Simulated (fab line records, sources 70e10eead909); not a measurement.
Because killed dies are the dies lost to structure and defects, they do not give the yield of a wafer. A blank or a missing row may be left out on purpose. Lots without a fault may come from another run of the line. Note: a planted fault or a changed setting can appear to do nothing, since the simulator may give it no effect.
Matching of chambers	flow nandHarc	NHARC_A_WL_FILL_CMP_12 on cmp-03 has 4 sister chambers
The step polishes, t overpolish 30 s, target thk 75 nm. 4 wafers are shown with their chamber, then 12 later ones without.

WAFERS PAIRED WITH THEIR CHAMBERS
wafer	chamber	motorCurrentA (A)
L093.1	1	12.2
L095.3	0	13.7
L095.5	3	10.6
L095.6	2	12.1

WAFERS MISSING THEIR CHAMBER
wafer	motorCurrentA (A)
L094.1	9.9
L094.2	12.2
L094.5	11.2
L094.3	14.5
L094.4	12.2
L094.6	11.8
L097.3	11.8
L097.4	13.6
L097.5	14.4
L097.1	10.1
L097.2	12.4
L097.6	12.5

EACH ONE'S CHAMBER
wafer	from the rows above	in truth
L094.1	3	3
L094.2	can't be placed: 1 or 2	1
L094.5	can't be placed: 3 or 2 or 1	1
L094.3	0	0
L094.4	can't be placed: 1 or 2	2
L094.6	can't be placed: 2 or 1 or 3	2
L097.3	can't be placed: 2 or 1 or 3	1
L097.4	0	0
L097.5	0	0
L097.1	3	3
L097.2	can't be placed: 1 or 2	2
L097.6	can't be placed: 1 or 2 or 0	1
5 of 12 placed correctly. Not placeable from these rows: 7 (in 7, the candidates include the true chamber). Number placed wrongly: 0.
How it was worked out, from the rows above alone: a wafer's distance from a chamber is the root of the sum, over the readings, of the square of ((its reading less the chamber's mean) divided by the reading's scatter). The wafer belongs to the nearest chamber; if the next one is less than 2 further off, it can't be placed. For every chamber, the mean is computed from those of its wafers that are shown. The scatter: root of mean squared gap, hidden wafer to nearest shown wafer, with one shown wafer a chamber.
